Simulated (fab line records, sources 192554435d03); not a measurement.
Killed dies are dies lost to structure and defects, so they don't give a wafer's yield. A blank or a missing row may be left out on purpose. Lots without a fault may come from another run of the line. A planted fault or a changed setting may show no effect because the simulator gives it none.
Which tool did it? | flow n5_finfet | 9 lots, 25 wafers sampled, at 5 steps of a route of 1938

WHAT THE GAUGES READ, wafer by wafer
N5_BEOL_M4_RC_MEAS_101. Usual: DIBL_N 36.4 mV/V, standard deviation 1.7; DIBL_P 36.4 mV/V, standard deviation 2.1; IOFF_N 0.16 nA/um, standard deviation 0.035; IOFF_P 0.21 nA/um, standard deviation 0.035; IOFF_P_85C 3.6 nA/um, standard deviation 0.51; IOFF_P_LIN 0.100 nA/um, standard deviation 0.013; ION_N 680 uA/um, standard deviation 11; ION_P 465 uA/um, standard deviation 6.8; REXT_N 75.2 ohm.um, standard deviation 1.7; REXT_P 99.9 ohm.um, standard deviation 2.6; SS_N 71.5 mV/dec, standard deviation 0.58; SS_P 73.2 mV/dec, standard deviation 0.72; VT_N 249 mV, standard deviation 3.6; VT_N_LVT 97 mV, standard deviation 3.3; VT_P -250 mV, standard deviation 3.1; VT_P_LVT -98.5 mV, standard deviation 2.8.
lot  | measured     | on        | DIBL_N (mV/V)  | DIBL_P (mV/V)  | IOFF_N (nA/um) | IOFF_P (nA/um) | IOFF_P_85C (nA/um) | IOFF_P_LIN (nA/um) | ION_N (uA/um) | ION_P (uA/um) | REXT_N (ohm.um) | REXT_P (ohm.um)   | SS_N (mV/dec)  | SS_P (mV/dec)  | VT_N (mV)   | VT_N_LVT (mV) | VT_P (mV)      | VT_P_LVT (mV)       | flag
L416 | day 8 12:06  | prober-02 | 38.5 37.1 36.7 | 37.3 34.6 34.6 | 0.18 0.14 0.14 | 0.21 0.17 0.15 | 3.6 3.0 2.8        | 0.098 0.084 0.077  | 693 685 668   | 464 461 447   | 72.1 71.5 72.0  | 99.3 100.3 102.1  | 71.5 71.3 71.4 | 73.9 73.2 73.4 | 246 253 253 | 96 101 102    | -248 -254 -254 | -99.8 -102.6 -105.0 |
L417 | day 8 08:55  | prober-02 | 34.6 34.0 37.1 | 34.5 33.7 37.9 | 0.14 0.13 0.18 | 0.19 0.17 0.23 | 3.4 3.2 4.0        | 0.096 0.091 0.110  | 669 667 689   | 462 460 467   | 75.1 74.9 74.8  | 101.7 102.4 102.0 | 71.7 71.6 71.5 | 72.8 72.1 73.1 | 252 253 246 | 99 100 95     | -248 -253 -247 | -97.1 -97.9 -95.7   |
L425 | day 10 02:14 | prober-02 | 36.5 38.0 40.3 | 36.4 39.3 42.2 | 0.14 0.19 0.24 | 0.19 0.24 0.30 | 3.3 4.0 4.8        | 0.093 0.108 0.127  | 686 693 701   | 472 474 475   | 74.5 73.2 73.7  | 99.5 99.1 99.9    | 72.0 71.2 72.4 | 73.6 73.5 74.3 | 251 249 244 | 98 95 93      | -252 -249 -245 | -99.3 -96.5 -94.0   |
L426 | day 10 04:45 | prober-01 | 37.7 35.5 35.9 | 36.4 33.3 34.8 | 0.19 0.13 0.14 | 0.24 0.18 0.21 | 4.1 3.2 3.6        | 0.113 0.093 0.105  | 697 655 682   | 474 457 469   | 75.9 75.8 75.6  | 102.4 101.9 101.7 | 71.9 71.9 71.6 | 73.2 72.4 72.8 | 244 252 246 | 94 100 98     | -246 -252 -246 | -95.0 -98.7 -97.6   |
L428 | day 11 07:11 | prober-01 | 35.3 35.7 36.4 | 34.5 34.5 34.9 | 0.14 0.15 0.16 | 0.18 0.20 0.20 | 3.3 3.5 3.5        | 0.090 0.097 0.096  | 679 679 678   | 463 461 459   | 76.7 76.3 76.8  | 100.6 102.2 102.3 | 71.1 71.2 71.6 | 72.3 72.8 73.1 | 250 248 247 | 98 95 95      | -252 -249 -252 | -100.5 -98.1 -98.8  |
L429 | day 11 12:19 | prober-02 | 34.5 31.2      | 33.9 31.4      | 0.13 0.09      | 0.21 0.13      | 3.6 2.4            | 0.104 0.068        | 676 633       | 473 430       | 77.5 97.2       | 98.6 122.8        | 70.4 70.6      | 72.5 72.2      | 250 255     | 101 107       | -250 -260      | -97.1 -108.5        | OFF
L430 | day 11 16:40 | prober-01 | 34.4 36.8 37.4 | 34.9 37.8 38.2 | 0.12 0.15 0.16 | 0.16 0.20 0.20 | 2.8 3.4 3.5        | 0.077 0.091 0.093  | 665 668 682   | 453 456 465   | 75.6 76.0 75.2  | 98.9 99.7 97.5    | 69.9 71.1 71.3 | 72.7 73.4 73.6 | 255 254 253 | 101 98 97     | -258 -252 -254 | -103.7 -100.0 -99.0 |
L432 | day 12 04:37 | prober-01 | 34.6 35.9 36.6 | 35.4 36.7 36.7 | 0.13 0.16 0.17 | 0.18 0.20 0.19 | 3.2 3.5 3.4        | 0.089 0.096 0.094  | 671 684 684   | 468 471 466   | 75.1 76.2 74.5  | 101.8 105.3 103.3 | 69.9 71.1 71.0 | 72.8 73.8 73.2 | 252 251 253 | 98 96 96      | -253 -252 -252 | -99.6 -98.3 -99.9   |
L433 | day 12 09:25 | prober-02 | 37.1 28.7      | 38.1 30.7      | 0.16 0.07      | 0.22 0.10      | 3.8 1.9            | 0.104 0.055        | 680 612       | 461 424       | 73.2 94.8       | 103.9 128.3       | 71.9 70.1      | 73.2 71.8      | 250 265     | 100 113       | -251 -261      | -98.2 -111.1        | OFF

WHICH TOOL RAN EACH LOT (tool, then ch and the chambers of the sampled wafers, then the start)
lot  | N5_DUMMY_GATE_TRIM_49           | N5_DUMMY_GATE_STRIP_40            | N5_DUMMY_GATE_STRIP_48            | N5_SPACER0_ALD_00
L416 | rie_si-06 ch 0,1, day 2 21:23   | rie_diel-06 ch 0,1,2, day 2 21:28 | rie_diel-03 ch 0,2,3, day 2 22:15 | ald_sin-02 ch 1,3, day 2 22:37
L417 | rie_si-01 ch 0,1,2, day 3 05:20 | rie_diel-06 ch 0,2,3, day 3 05:26 | rie_diel-05 ch 0,2,3, day 3 06:05 | ald_sin-01 ch 0,1, day 3 06:28
L425 | rie_si-02 ch 0,2,3, day 5 03:07 | rie_diel-03 ch 2,3, day 5 03:12   | rie_diel-03 ch 0,1,3, day 5 03:52 | ald_sin-01 ch 1,2,3, day 5 06:25
L426 | rie_si-06 ch 0,3, day 5 12:14   | rie_diel-03 ch 0,3, day 5 12:20   | rie_diel-06 ch 0,1,3, day 5 12:58 | ald_sin-01 ch 2,3, day 5 13:21
L428 | rie_si-02 ch 2,3, day 6 01:00   | rie_diel-03 ch 0,2, day 6 01:06   | rie_diel-06 ch 0,3, day 6 01:44   | ald_sin-03 ch 2,3, day 6 02:07
L429 | rie_si-01 ch 0,3, day 6 08:53   | rie_diel-06 ch 3, day 6 08:59     | rie_diel-06 ch 0,1, day 6 09:42   | ald_sin-01 ch 2, day 6 10:29
L430 | rie_si-02 ch 0,1,2, day 6 11:45 | rie_diel-06 ch 0,1, day 6 11:51   | rie_diel-06 ch 0,1,3, day 6 12:33 | ald_sin-03 ch 0,3, day 6 13:11
L432 | rie_si-01 ch 0,1,2, day 6 23:10 | rie_diel-03 ch 0,1,3, day 6 23:17 | rie_diel-03 ch 1,2,3, day 6 23:56 | ald_sin-03 ch 0,1,2, day 7 00:18
L433 | rie_si-02 ch 0,1, day 7 04:08   | rie_diel-05 ch 0,1, day 7 04:29   | rie_diel-05 ch 0,1, day 7 05:08   | ald_sin-01 ch 0,3, day 7 05:41
- N5_DUMMY_GATE_TRIM_49: chemistry O2, time 29 s, target cd 14 nm.
- N5_DUMMY_GATE_STRIP_40: strips in CF4.
- N5_DUMMY_GATE_STRIP_48: strips in N2/H2, time 20 s.
- N5_SPACER0_ALD_00: deposits SiOCN, target thk 3.5 nm, pulse time 3 s, purge time 2 s.

WHAT THE TOOLS THEMSELVES READ (means of the sampled wafers that have a number; where no wafer has one, the mark that the record gives instead)
N5_DUMMY_GATE_TRIM_49. Usual: drypump_motor_current_A 5.7 A, standard deviation 0.45; oes_product_au 1.002 a.u., standard deviation 0.018; throttle_valve_pct 8.13 %, standard deviation 0.14.
lot  | tool      | drypump_motor_current_A (A) | oes_product_au (a.u.) | throttle_valve_pct (%) | flag
L416 | rie_si-06 | 4.8                         | 1.019                 | 7.98                   |
L417 | rie_si-01 | 5.9                         | 0.998                 | 8.12                   |
L425 | rie_si-02 | 5.8                         | 1.003                 | 8.17                   |
L426 | rie_si-06 | 5.1                         | 1.007                 | 8.00                   |
L428 | rie_si-02 | 5.9                         | 0.998                 | 8.21                   |
L429 | rie_si-01 | 6.0                         | 1.000                 | 8.25                   |
L430 | rie_si-02 | 5.6                         | 1.011                 | 8.24                   |
L432 | rie_si-01 | 5.9                         | 0.989                 | 8.12                   |
L433 | rie_si-02 | 5.6                         | 1.020                 | 8.18                   |

N5_DUMMY_GATE_STRIP_40. Usual: drypump_motor_current_A 5.41 A, standard deviation 0.29; oes_product_au 0.75 a.u., standard deviation 0.07; rf_vpp_V 271.5 V, standard deviation 1.3; showerhead_plenum_p_Torr 1.82 Torr, standard deviation 0.043; throttle_valve_pct 13.62 %, standard deviation 0.26.
lot  | tool        | drypump_motor_current_A (A) | oes_product_au (a.u.) | rf_vpp_V (V) | showerhead_plenum_p_Torr (Torr) | throttle_valve_pct (%) | flag
L416 | rie_diel-06 | 5.46                        | 0.74                  | 272.3        | 1.84                            | 13.67                  |
L417 | rie_diel-06 | 5.42                        | 0.76                  | 271.0        | 1.82                            | 13.66                  |
L425 | rie_diel-03 | 5.21                        | 0.70                  | 271.1        | 1.80                            | 13.81                  |
L426 | rie_diel-03 | 5.42                        | 0.70                  | 272.1        | 1.82                            | 13.71                  |
L428 | rie_diel-03 | 5.70                        | 0.71                  | 270.5        | 1.77                            | 13.50                  |
L429 | rie_diel-06 | 5.33                        | 0.73                  | 270.4        | 1.80                            | 13.73                  |
L430 | rie_diel-06 | 5.33                        | 0.70                  | 271.6        | 1.85                            | 13.70                  |
L432 | rie_diel-03 | 5.46                        | 0.74                  | 271.8        | 1.84                            | 13.60                  |
L433 | rie_diel-05 | 5.22                        | 0.80                  | 270.3        | 1.80                            | 13.54                  |

N5_DUMMY_GATE_STRIP_48. Usual: drypump_motor_current_A 5.40 A, standard deviation 0.28; oes_product_au 0.75 a.u., standard deviation 0.066; rf_vpp_V 45.3 V, standard deviation 0.9; showerhead_plenum_p_Torr 3.44 Torr, standard deviation 0.078; throttle_valve_pct 12.34 %, standard deviation 0.28.
lot  | tool        | drypump_motor_current_A (A) | oes_product_au (a.u.) | rf_vpp_V (V) | showerhead_plenum_p_Torr (Torr) | throttle_valve_pct (%) | flag
L416 | rie_diel-03 | 5.47                        | 0.73                  | 44.6         | 3.41                            | 12.31                  |
L417 | rie_diel-05 | 5.36                        | 0.73                  | 45.1         | 3.45                            | 12.44                  |
L425 | rie_diel-03 | 5.48                        | 0.76                  | 45.0         | 3.47                            | 12.14                  |
L426 | rie_diel-06 | 5.29                        | 0.73                  | 46.0         | 3.47                            | 12.31                  |
L428 | rie_diel-06 | 5.18                        | 0.75                  | 45.7         | 3.50                            | 12.26                  |
L429 | rie_diel-06 | 5.29                        | 0.73                  | 44.8         | 3.51                            | 12.33                  |
L430 | rie_diel-06 | 5.29                        | 0.72                  | 45.6         | 3.47                            | 12.35                  |
L432 | rie_diel-03 | 5.25                        | 0.74                  | 44.9         | 3.46                            | 12.35                  |
L433 | rie_diel-05 | 5.24                        | 0.82                  | 45.0         | 3.41                            | 12.17                  |

N5_SPACER0_ALD_00. Usual: heater_power_w 840 W, standard deviation 53; precursor_pulse_height_rel 0.999, standard deviation 0.022.
lot  | tool       | heater_power_w (W) | precursor_pulse_height_rel | flag
L416 | ald_sin-02 | 909                | 0.993                      |
L417 | ald_sin-01 | 861                | 0.987                      |
L425 | ald_sin-01 | 824                | 1.016                      |
L426 | ald_sin-01 | 792                | 1.024                      |
L428 | ald_sin-03 | 862                | 0.997                      |
L429 | ald_sin-01 | 820                | 1.003                      |
L430 | ald_sin-03 | 832                | 0.981                      |
L432 | ald_sin-03 | 829                | 1.001                      |
L433 | ald_sin-01 | 834                | 0.992                      |

THE ANSWER, worked out from the rows above alone
Rule: a lot is off if the mean of its wafers that have a number lies more than 3 standard deviations from the usual mean. A lot without any number at a reading at which 4 lots or more have one is off too. The other lots that the step has rows for count as sound. The gauges are gone through in route order, then the tools' own readings, and for those a lot's mean is taken as printed above. The first step at which some lot is off is used, and at that step the reading that is off furthest; a lot without a number counts as furthest.
Off: L429, L433, at N5_BEOL_M4_RC_MEAS_101 (REXT_N).
A tool fits if, at a process step before that reading, it ran every lot that is off, and no sound lot after the first of them. The gauges at N5_BEOL_M4_RC_MEAS_101 are tried like those tools. Can't be told from this: 2 tools fit, ald_sin-01 at N5_SPACER0_ALD_00, prober-02 at N5_BEOL_M4_RC_MEAS_101.

WHAT THE SIMULATOR HAD PUT IN
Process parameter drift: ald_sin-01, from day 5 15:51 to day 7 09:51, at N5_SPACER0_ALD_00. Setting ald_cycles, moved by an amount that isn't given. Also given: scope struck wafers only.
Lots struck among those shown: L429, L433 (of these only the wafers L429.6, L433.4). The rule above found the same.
